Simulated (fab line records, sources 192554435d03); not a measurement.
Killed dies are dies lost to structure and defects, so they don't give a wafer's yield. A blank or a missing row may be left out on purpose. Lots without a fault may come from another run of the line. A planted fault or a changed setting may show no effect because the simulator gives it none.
Chamber matching | flow n5_finfet | N5_SDB_ETCH_25 on rie_diel-06: 4 sister chambers
The step etches SiO2 in C4F6/O2, target depth 10 nm, time 3.3 s. 4 wafers are shown with their chamber, then 9 later ones without.

WAFERS WITH THEIR CHAMBER
wafer  | chamber | showerhead_plenum_p_Torr (Torr)
L080.2 | 3       | 2.73
L081.3 | 2       | 2.71
L081.5 | 1       | 2.77
L081.6 | 0       | 2.89

WAFERS WITHOUT THEIR CHAMBER
wafer  | showerhead_plenum_p_Torr (Torr)
L083.4 | 2.73
L083.5 | 2.89
L083.6 | 2.73
L092.2 | 2.76
L092.3 | 2.88
L092.6 | 2.70
L094.1 | 2.69
L094.5 | 2.72
L094.6 | 2.88

WHICH CHAMBER EACH WENT THROUGH
wafer  | from the rows above     | in truth
L083.4 | can't be placed: 3 or 2 | 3
L083.5 | 0                       | 0
L083.6 | can't be placed: 3 or 2 | 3
L092.2 | can't be placed: 1 or 3 | 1
L092.3 | 0                       | 0
L092.6 | can't be placed: 2 or 3 | 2
L094.1 | can't be placed: 2 or 3 | 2
L094.5 | can't be placed: 3 or 2 | 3
L094.6 | 0                       | 0
Placed correctly: 3 of 9. Can't be placed from these rows: 6 (the true chamber is among the candidates in 6). Placed wrongly: 0.
How it was worked out, from the rows above alone: a wafer's distance from a chamber is the root of the sum, over the readings, of the square of ((its reading less the chamber's mean) divided by the reading's scatter). The wafer belongs to the nearest chamber; if the next one is less than 2 further off, it can't be placed. A chamber's mean is the mean of its shown wafers. The scatter: with one shown wafer a chamber, the root of the mean of the squares of how far each hidden wafer lies from its nearest shown one.
